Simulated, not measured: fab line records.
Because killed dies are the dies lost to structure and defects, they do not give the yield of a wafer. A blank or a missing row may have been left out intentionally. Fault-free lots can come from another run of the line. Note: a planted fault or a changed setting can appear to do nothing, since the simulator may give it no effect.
Matching of chambers / flow nand harc / rie si-06 running NHARC_P_STI_ETCH_15: 4 sister chambers
The step etches the open film in HBr/Cl2, target depth 300 nm, time 100.1 s. 4 wafers are shown with their chamber, then 11 later ones without.

WAFERS, EACH WITH ITS CHAMBER
wafer=L084.3; chamber=3; drypump motor current A (A)=5.7
wafer=L085.2; chamber=2; drypump motor current A (A)=6.1
wafer=L085.5; chamber=0; drypump motor current A (A)=5.2
wafer=L086.4; chamber=1; drypump motor current A (A)=4.9

WAFERS WITH NO CHAMBER GIVEN
wafer=L086.5; drypump motor current A (A)=6.1
wafer=L086.6; drypump motor current A (A)=4.9
wafer=L087.3; drypump motor current A (A)=4.9
wafer=L087.4; drypump motor current A (A)=5.2
wafer=L087.6; drypump motor current A (A)=5.7
wafer=L093.1; drypump motor current A (A)=5.0
wafer=L093.5; drypump motor current A (A)=5.7
wafer=L093.6; drypump motor current A (A)=5.2
wafer=L097.1; drypump motor current A (A)=5.2
wafer=L097.3; drypump motor current A (A)=5.7
wafer=L097.5; drypump motor current A (A)=5.2

WHICH CHAMBER EACH WENT THROUGH
wafer=L086.5; from the rows above=2; in truth=2
wafer=L086.6; from the rows above=1; in truth=1
wafer=L087.3; from the rows above=1; in truth=1
wafer=L087.4; from the rows above=0; in truth=0
wafer=L087.6; from the rows above=3; in truth=3
wafer=L093.1; from the rows above=1; in truth=1
wafer=L093.5; from the rows above=3; in truth=3
wafer=L093.6; from the rows above=0; in truth=0
wafer=L097.1; from the rows above=0; in truth=0
wafer=L097.3; from the rows above=3; in truth=3
wafer=L097.5; from the rows above=0; in truth=0
11 of 11 placed correctly. From these rows, 0 cannot be placed. 0 placed wrongly.
How it was worked out, from the rows above alone: a wafer's distance from a chamber is the root of the sum, over the readings, of the square of ((its reading less the chamber's mean) divided by the reading's scatter). The wafer belongs to the nearest chamber; if the next one is less than 2 further off, it can't be placed. For every chamber, the mean is computed from those of its wafers that are shown. The scatter: root of mean squared gap, hidden wafer to nearest shown wafer, with one shown wafer a chamber.
